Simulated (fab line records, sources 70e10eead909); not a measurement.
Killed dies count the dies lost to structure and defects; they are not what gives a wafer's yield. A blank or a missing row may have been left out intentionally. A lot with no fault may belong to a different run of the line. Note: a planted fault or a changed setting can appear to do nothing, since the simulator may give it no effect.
Which tool is to blame? | flow nandHarc | 13 lots with 39 wafers sampled at 6 steps, on a route of 1302 steps

## WHAT EACH GAUGE READ, for each wafer
NHARC_A_ONON_D2_THK_MEAS_27: measures by ellipsometry.
lot  | measured     | on           | thkNm (nm)
L440 | day 12 18:48 | filmMetro-01 | 1010 1011 1011
L442 | day 13 16:51 | filmMetro-01 | 991 990 992
L444 | day 14 07:40 | filmMetro-01 | 1002 1004 1005
L449 | day 17 02:47 | filmMetro-01 | 1425 1428 996
L450 | day 17 16:43 | filmMetro-02 | 1429 996 996
L454 | day 19 07:38 | filmMetro-02 | 999 1000 1001
L457 | day 19 13:06 | filmMetro-02 | 998 997 996
L455 | day 19 13:08 | filmMetro-01 | 999 999 999
L458 | day 20 02:27 | filmMetro-02 | 997 997 997
L460 | day 21 08:38 | filmMetro-02 | 986 985 986
L461 | day 22 03:17 | filmMetro-02 | 1006 1007 1005
L462 | day 22 07:03 | filmMetro-01 | 1010 1009 1009
L463 | day 22 14:49 | filmMetro-02 | 1006 1005 1004

NHARC_A_ONON_D2_INSPECT_32.
lot  | measured     | on               | rawDefectCount
L440 | day 12 19:54 | defectInspect-01 | 297 249 222
L442 | day 13 18:11 | defectInspect-01 | 377 458 298
L444 | day 14 08:46 | defectInspect-02 | 310 322 173
L449 | day 17 04:01 | defectInspect-02 | 355 320 282
L450 | day 17 17:49 | defectInspect-02 | 214 243 327
L454 | day 19 08:45 | defectInspect-01 | 312 288 372
L457 | day 19 14:12 | defectInspect-02 | 446 368 317
L455 | day 19 14:23 | defectInspect-01 | 427 367 362
L458 | day 20 03:42 | defectInspect-02 | 557 496 377
L460 | day 21 09:45 | defectInspect-02 | 350 309 202
L461 | day 22 04:25 | defectInspect-01 | 321 321 371
L462 | day 22 08:10 | defectInspect-01 | 463 372 374
L463 | day 22 15:54 | defectInspect-02 | 314 240 204

NHARC_END_SORT_01.
lot  | measured     | on        | killedAtArray | killedAtOther | killedAtPeriphery | killedDies | killedOpen | killedShort
L444 | day 25 18:37 | prober-01 | 40 43 58      | 3 3 2         | 4 4 5             | 47 50 65   | 3 4 3      | 2 8 2
L449 | day 29 18:06 | prober-02 | 668 672 52    | 1 3 0         | 8 2 8             | 677 677 60 | 5 2 3      | 1 1 0
L450 | day 30 02:42 | prober-02 | 673 67 61     | 0 0 1         | 4 3 2             | 677 70 64  | 6 5 0      | 0 4 2
L457 | day 31 05:10 | prober-02 | 47 49 46      | 2 6 2         | 1 3 1             | 50 58 49   | 2 2 5      | 1 2 1
L455 | day 31 22:25 | prober-01 | 46 51 50      | 1 0 0         | 2 5 3             | 49 56 53   | 4 3 6      | 2 4 2
L458 | day 31 21:13 | prober-02 | 61 62 48      | 1 0 2         | 4 6 3             | 66 68 53   | 10 8 3     | 5 3 0
L460 | day 32 20:16 | prober-01 | 53 62 71      | 0 0 0         | 3 1 0             | 56 63 71   | 3 5 3      | 2 3 3
L461 | day 33 13:56 | prober-02 | 50            | 4             | 4                 | 58         | 4          | 1
L462 | day 33 11:26 | prober-01 | 78            | 0             | 1                 | 79         | 6          | 1
L463 | day 33 21:01 | prober-01 | 28 41 29      | 0 1 0         | 1 3 1             | 29 45 30   | 4 4 2      | 3 4 2

## WHAT TOOL EACH LOT RAN ON (gives the tool, then ch and the chambers of the sampled wafers, and finally the start)
lot  | NHARC_A_ONON_D2_DEP_25          | NHARC_A_ONON_D2_DEP_33          | NHARC_A_CHANNEL_HOLE_D2_DEP_00
L440 | pecvdOnon-03 ch 0, day 12 18:17 | pecvd-04 ch 0,1, day 12 19:26   | aclDep-01 ch 0, day 12 21:41
L442 | pecvdOnon-04 ch 0, day 13 16:23 | pecvd-04 ch 0,1, day 13 17:43   | aclDep-01 ch 0, day 13 20:13
L444 | pecvdOnon-03 ch 0, day 14 07:10 | pecvd-04 ch 1,2, day 14 08:20   | aclDep-01 ch 0, day 14 11:23
L449 | pecvdOnon-03 ch 0, day 17 02:16 | pecvd-02 ch 0,2, day 17 03:24   | aclDep-01 ch 0, day 17 08:27
L450 | pecvdOnon-03 ch 0, day 17 16:16 | pecvd-02 ch 1,2, day 17 17:20   | aclDep-03 ch 0, day 17 19:04
L454 | pecvdOnon-01 ch 0, day 19 07:10 | pecvd-02 ch 1,2, day 19 08:15   | aclDep-02 ch 0, day 19 09:08
L457 | pecvdOnon-04 ch 0, day 19 12:35 | pecvd-02 ch 1,2, day 19 13:49   | aclDep-02 ch 0, day 19 16:52
L455 | pecvdOnon-01 ch 0, day 19 12:41 | pecvd-04 ch 1,2, day 19 13:47   | aclDep-03 ch 0, day 19 17:14
L458 | pecvdOnon-04 ch 0, day 20 01:56 | pecvd-03 ch 0,1, day 20 03:15   | aclDep-01 ch 0, day 20 05:43
L460 | pecvdOnon-01 ch 0, day 21 08:11 | pecvd-04 ch 0,1,2, day 21 09:20 | aclDep-01 ch 0, day 21 12:36
L461 | pecvdOnon-01 ch 0, day 22 02:54 | pecvd-04 ch 0,2, day 22 04:00   | aclDep-02 ch 0, day 22 06:54
L462 | pecvdOnon-04 ch 0, day 22 06:32 | pecvd-02 ch 0,2, day 22 07:43   | aclDep-01 ch 0, day 22 08:37
L463 | pecvdOnon-04 ch 0, day 22 14:18 | pecvd-04 ch 0,1,2, day 22 15:26 | aclDep-01 ch 0, day 22 17:07
- NHARC_A_ONON_D2_DEP_25: target thk 1000 nm.
- NHARC_A_ONON_D2_DEP_33: deposits SiO2, target thk 200 nm.
- NHARC_A_CHANNEL_HOLE_D2_DEP_00: deposits aC, target thk 3100 nm.

## AS READ BY THE TOOLS THEMSELVES (means over the sampled wafers that have a number; for cases with no such wafer, the mark the record gives instead)
NHARC_A_ONON_D2_DEP_33.
lot  | tool     | heaterPowerW (W) | throttleValvePct (%)
L440 | pecvd-04 | 676              | 15.9
L442 | pecvd-04 | 549              | 16.0
L444 | pecvd-04 | 603              | 15.7
L449 | pecvd-02 | 536              | 16.1
L450 | pecvd-02 | 705              | 16.4
L454 | pecvd-02 | 612              | 16.1
L457 | pecvd-02 | 661              | 16.4
L455 | pecvd-04 | 539              | 16.2
L458 | pecvd-03 | 612              | 15.5
L460 | pecvd-04 | 613              | 15.6
L461 | pecvd-04 | 631              | 15.4
L462 | pecvd-02 | 496              | 16.2
L463 | pecvd-04 | 557              | 15.7

NHARC_A_CHANNEL_HOLE_D2_DEP_00.
lot  | tool      | throttleValvePct (%)
L440 | aclDep-01 | 35.009
L442 | aclDep-01 | 35.010
L444 | aclDep-01 | 34.999
L449 | aclDep-01 | 34.996
L450 | aclDep-03 | 34.983
L454 | aclDep-02 | 34.996
L457 | aclDep-02 | 35.001
L455 | aclDep-03 | 34.997
L458 | aclDep-01 | 35.007
L460 | aclDep-01 | 35.000
L461 | aclDep-02 | 34.998
L462 | aclDep-01 | 35.003
L463 | aclDep-01 | 35.002

## THE ANSWER, worked out from the rows above alone
Rule: the usual values come from the lots themselves. The widest of any qualifying gaps counts: lots, ordered by their means at a reading, are off when they make up no more than a third of the lots, leave a main group of 4 or more, and stand apart from it by 3 or more times the standard deviation of that group's means. Not used: any main group whose means are identical at the precision the tables above print for the reading. A lot without any number at a reading at which 4 lots or more have one is off too. All remaining lots with rows at the step are treated as sound. After the gauges, taken in route order, come the tools' own readings; for these a lot's mean is taken, as printed above. The first step at which some lot is off is used, and at that step the reading that is off furthest; a lot without a number counts as furthest.
Off: L449, L450, at NHARC_A_ONON_D2_THK_MEAS_27 (thkNm). The main group: mean 1000 nm, standard deviation 7.3.
A tool fits if, at a process step before that reading, it ran every lot that is off, and no sound lot after the first of them. The gauges at NHARC_A_ONON_D2_THK_MEAS_27 aren't tried: what is off there is off at NHARC_END_SORT_01 too, on other tools, and a gauge's error can't cause that. One fits: NHARC_A_ONON_D2_DEP_25 on pecvdOnon-03. Its last sound lot is L444 (day 14 07:10), its first lot that is off L449 (day 17 02:16): a fault that began between those two fits.

## WHAT THE SIMULATOR HAD PUT IN
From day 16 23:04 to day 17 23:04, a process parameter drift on pecvdOnon-03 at NHARC_A_ONON_D2_DEP_25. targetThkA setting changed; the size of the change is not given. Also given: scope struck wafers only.
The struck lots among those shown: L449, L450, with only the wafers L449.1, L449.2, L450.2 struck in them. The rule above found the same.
